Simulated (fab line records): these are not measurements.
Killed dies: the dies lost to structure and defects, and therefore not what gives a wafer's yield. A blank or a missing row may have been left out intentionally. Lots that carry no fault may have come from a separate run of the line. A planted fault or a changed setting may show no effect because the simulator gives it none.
Which tool did it? -- flow n5_finfet -- 11 lots with 33 wafers sampled at 6 steps, on a route of 1938 steps

## WHAT THE GAUGES READ, wafer by wafer
N5_SD_EPI_P_EPI_MEAS_23.
lot,measured,on,thk_nm (nm)
L075,day 3 15:29,film_metro-01,58.8 63.1 62.0
L077,day 4 04:32,film_metro-02,59.0 60.0 58.9
L079,day 4 16:53,film_metro-02,62.7 61.0 60.5
L081,day 5 04:49,film_metro-02,60.5 60.0 60.1
L083,day 5 23:39,film_metro-02,57.8 60.1 58.4
L085,day 6 09:53,film_metro-02,60.1 59.7 60.1
L087,day 6 19:34,film_metro-01,60.4 59.5 61.9
L090,day 7 18:26,film_metro-01,62.4 59.3 59.7
L093,day 8 14:06,film_metro-02,59.8 60.8 62.2
L095,day 8 19:41,film_metro-01,59.9 59.2 61.5
L097,day 9 09:31,film_metro-02,58.0 61.0 59.2

## WHICH TOOL RAN EACH LOT (tool, then ch and the chambers of the sampled wafers, then the start)
lot,N5_FIN_CUT_CUT_ETCH_15,N5_STI_FIN_REVEAL_ETCHBACK_08,N5_SPACER0_ALD_00,N5_SD_EPI_N_ETCH_45,N5_SD_EPI_P_DESCUM_14
L075,"rie_si-05 ch 1,2, day 2 10:59","rie_diel-04 ch 0,2,3, day 2 16:58","ald_sin-03 ch 0,1,2, day 3 05:59","rie_diel-03 ch 0,1, day 3 07:16","rie_diel-02 ch 0,1, day 3 11:56"
L077,"rie_si-04 ch 1,3, day 2 21:49","rie_diel-04 ch 1,2, day 3 05:16","ald_sin-01 ch 0,2, day 3 18:37","rie_diel-01 ch 1,2,3, day 3 20:11","rie_diel-06 ch 0,2,3, day 4 00:07"
L079,"rie_si-05 ch 1,3, day 3 09:38","rie_diel-01 ch 0,2,3, day 3 15:40","ald_sin-04 ch 0,1, day 4 05:04","rie_diel-03 ch 2,3, day 4 07:43","rie_diel-05 ch 0,2, day 4 12:30"
L081,"rie_si-01 ch 0,1, day 3 22:46","rie_diel-03 ch 0,3, day 4 04:45","ald_sin-04 ch 1,2,3, day 4 19:29","rie_diel-01 ch 0,1,3, day 4 20:55","rie_diel-02 ch 0,1,3, day 5 01:16"
L083,"rie_si-05 ch 0,3, day 4 12:36","rie_diel-01 ch 0,1,3, day 4 18:46","ald_sin-01 ch 0,1,3, day 5 08:54","rie_diel-04 ch 1,2, day 5 10:12","rie_diel-05 ch 2,3, day 5 18:06"
L085,"rie_si-04 ch 1,2,3, day 5 00:27","rie_diel-03 ch 0,3, day 5 06:32","ald_sin-03 ch 0,2, day 5 20:13","rie_diel-03 ch 0,2,3, day 5 21:37","rie_diel-02 ch 1,2,3, day 6 05:28"
L087,"rie_si-01 ch 0,2,3, day 5 10:32","rie_diel-03 ch 0,2,3, day 5 17:46","ald_sin-01 ch 0,1,3, day 6 07:35","rie_diel-04 ch 0,2,3, day 6 09:29","rie_diel-05 ch 0,1,3, day 6 14:02"
L090,"rie_si-01 ch 0,2,3, day 6 11:35","rie_diel-03 ch 1,2,3, day 6 17:33","ald_sin-01 ch 0,1,3, day 7 06:44","rie_diel-01 ch 0,2,3, day 7 08:08","rie_diel-02 ch 0,1,2, day 7 12:56"
L093,"rie_si-01 ch 1,2, day 7 01:52","rie_diel-04 ch 1,2,3, day 7 08:43","ald_sin-04 ch 1,2,3, day 8 02:50","rie_diel-04 ch 1,2, day 8 04:38","rie_diel-06 ch 0,1,2, day 8 09:42"
L095,"rie_si-01 ch 0,1, day 7 10:01","rie_diel-03 ch 1,2,3, day 7 16:10","ald_sin-04 ch 0,1,2, day 8 08:37","rie_diel-04 ch 0,1,2, day 8 10:04","rie_diel-06 ch 0,1,2, day 8 15:18"
L097,"rie_si-01 ch 0,2,3, day 7 22:06","rie_diel-01 ch 0,1,2, day 8 04:46","ald_sin-03 ch 0,2,3, day 8 23:07","rie_diel-03 ch 2,3, day 9 00:31","rie_diel-05 ch 0,1,2, day 9 05:56"
- N5_FIN_CUT_CUT_ETCH_15: etches Si in HBr/Cl2/O2, target depth 100 nm, bt time 10 s, time 42.4 s.
- N5_STI_FIN_REVEAL_ETCHBACK_08: etches SiO2 in C4F6/O2, target depth 30.5 nm, time 10.167 s.
- N5_SPACER0_ALD_00: deposits SiOCN, target thk 3.5 nm, pulse time 3 s, purge time 2 s.
- N5_SD_EPI_N_ETCH_45: etches SiOCN in CH3F/O2, target depth 6 nm.
- N5_SD_EPI_P_DESCUM_14: chemistry O2, time 7.9 s.

## THE ANSWER, worked out from the rows above alone
Rule: the usual values come from the lots themselves. Put in order of their means at a reading, lots are off if they are a third of the lots or fewer, leave a main group of 4 or more, and stand apart from it by a gap of 3 or more times the standard deviation of the main group's means; of several such gaps the widest counts. If all means in a main group match to the digits the tables above print for the reading, that group is not used. Also off: a lot with no number at a reading for which 4 or more lots have one. Where the step has rows for the other lots, those lots are counted as sound.
No lot is off on any of the readings shown, so nothing can be concluded from this.

## WHAT HAD BEEN PUT IN BY THE SIMULATOR
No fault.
